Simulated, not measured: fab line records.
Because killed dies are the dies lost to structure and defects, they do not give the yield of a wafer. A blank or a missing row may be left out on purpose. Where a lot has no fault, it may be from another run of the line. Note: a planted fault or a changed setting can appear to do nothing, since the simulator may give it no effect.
What tool caused it? + flow n5-finfet + Sampling: 11 lots, 30 wafers, 2 of 1938 route steps

== WHAT THE GAUGES SHOWED, per wafer ==
N5_BEOL_M8_OVL_MEAS_29.
| lot  | measured     | on         | V7_OVL (nm)    |
|------|--------------|------------|----------------|
| L337 | day 9 09:16  | overlay-01 | -1.5 -1.2 -0.8 |
| L340 | day 10 02:57 | overlay-01 | 0.0 0.4 -1.5   |
| L345 | day 11 09:55 | overlay-02 | -0.2 -1.2      |
| L347 | day 12 00:38 | overlay-01 | 0.4 0.7 -0.1   |
| L348 | day 12 00:28 | overlay-01 | -0.3 -0.4 -0.1 |
| L349 | day 12 09:00 | overlay-02 | -0.5 -1.1      |
| L350 | day 12 16:22 | overlay-02 | -0.3 -0.4      |
| L353 | day 13 05:34 | overlay-01 | 1.2 -0.9 -0.2  |
| L355 | day 14 01:32 | overlay-01 | -0.1 0.6 -0.2  |
| L358 | day 14 16:31 | overlay-02 | -0.6 -1.0 -0.9 |
| L360 | day 15 09:36 | overlay-02 | -0.5 1.4 -0.2  |

== WHAT TOOL EACH LOT RAN ON (gives the tool, then ch and the chambers of the sampled wafers, and finally the start) ==
| lot  | N5_BEOL_M8_STRIP_67                |
|------|------------------------------------|
| L337 | rie-diel-02 ch 0,1,2, day 9 08:33  |
| L340 | rie-diel-02 ch 1,3, day 10 01:04   |
| L345 | rie-diel-03 ch 2, day 11 09:13     |
| L347 | rie-diel-02 ch 1,2,3, day 11 22:08 |
| L348 | rie-diel-03 ch 0,1,2, day 11 22:31 |
| L349 | rie-diel-03 ch 0,2, day 12 06:37   |
| L350 | rie-diel-03 ch 1,2, day 12 10:48   |
| L353 | rie-diel-01 ch 0,3, day 13 03:55   |
| L355 | rie-diel-03 ch 0,2,3, day 13 22:49 |
| L358 | rie-diel-01 ch 0,1, day 14 14:23   |
| L360 | rie-diel-03 ch 0,3, day 15 06:19   |
- N5_BEOL_M8_STRIP_67: strips in CF4.

== WHAT THE TOOLS THEMSELVES READ (means of the sampled wafers that have a number; where no wafer has one, the mark that the record gives instead) ==
N5_BEOL_M8_STRIP_67.
| lot  | tool        | drypump-motor-current-A (A) | oes-product-au (a.u.) | power-w (W) | rf-vpp-V (V) | showerhead-plenum-p-Torr (Torr) | throttle-valve-pct (%) |
|------|-------------|-----------------------------|-----------------------|-------------|--------------|---------------------------------|------------------------|
| L337 | rie-diel-02 | 5.4                         | 0.85                  | 299.3       | 272.3        | 1.85                            | 13.58                  |
| L340 | rie-diel-02 | 6.1                         | 0.90                  | 299.8       | 272.3        | 1.87                            | 13.34                  |
| L345 | rie-diel-03 | 5.6                         | 0.74                  | 300.5       | 270.9        | 1.81                            | 13.79                  |
| L347 | rie-diel-02 | 5.9                         | 0.85                  | 300.3       | 273.5        | 1.87                            | 13.45                  |
| L348 | rie-diel-03 | 5.7                         | 0.85                  | 299.8       | 271.6        | 1.82                            | 13.35                  |
| L349 | rie-diel-03 | 5.5                         | 0.82                  | 301.8       | 272.7        | 1.84                            | 13.54                  |
| L350 | rie-diel-03 | 5.9                         | 0.80                  | 300.0       | 271.4        | 1.78                            | 13.42                  |
| L353 | rie-diel-01 | 5.8                         | 0.68                  | 300.8       | 272.8        | 1.85                            | 14.04                  |
| L355 | rie-diel-03 | 5.7                         | 0.80                  | 299.4       | 270.3        | 1.84                            | 13.57                  |
| L358 | rie-diel-01 | 6.0                         | 0.70                  | 299.7       | 272.0        | 1.78                            | 13.77                  |
| L360 | rie-diel-03 | 5.6                         | 0.85                  | 300.1       | 272.7        | 1.86                            | 13.40                  |

== THE ANSWER, worked out from the rows above alone ==
Rule: the usual values come from the lots themselves. Put in order of their means at a reading, lots are off if they are a third of the lots or fewer, leave a main group of 4 or more, and stand apart from it by a gap of 3 or more times the standard deviation of the main group's means; of several such gaps the widest counts. If all means in a main group match to the digits the tables above print for the reading, that group is not used. A lot without any number at a reading at which 4 lots or more have one is off too. All remaining lots with rows at the step are treated as sound. Order of review: gauges by route order, followed by the tools' own readings, for which a lot's mean as printed above is used. At the first step where some lot is off, the reading lying furthest off is the one used; lots without a number count as furthest.
Across all readings shown, no lot is off: no conclusion can be drawn from this.

== WHAT WAS PUT IN BY THE SIMULATOR ==
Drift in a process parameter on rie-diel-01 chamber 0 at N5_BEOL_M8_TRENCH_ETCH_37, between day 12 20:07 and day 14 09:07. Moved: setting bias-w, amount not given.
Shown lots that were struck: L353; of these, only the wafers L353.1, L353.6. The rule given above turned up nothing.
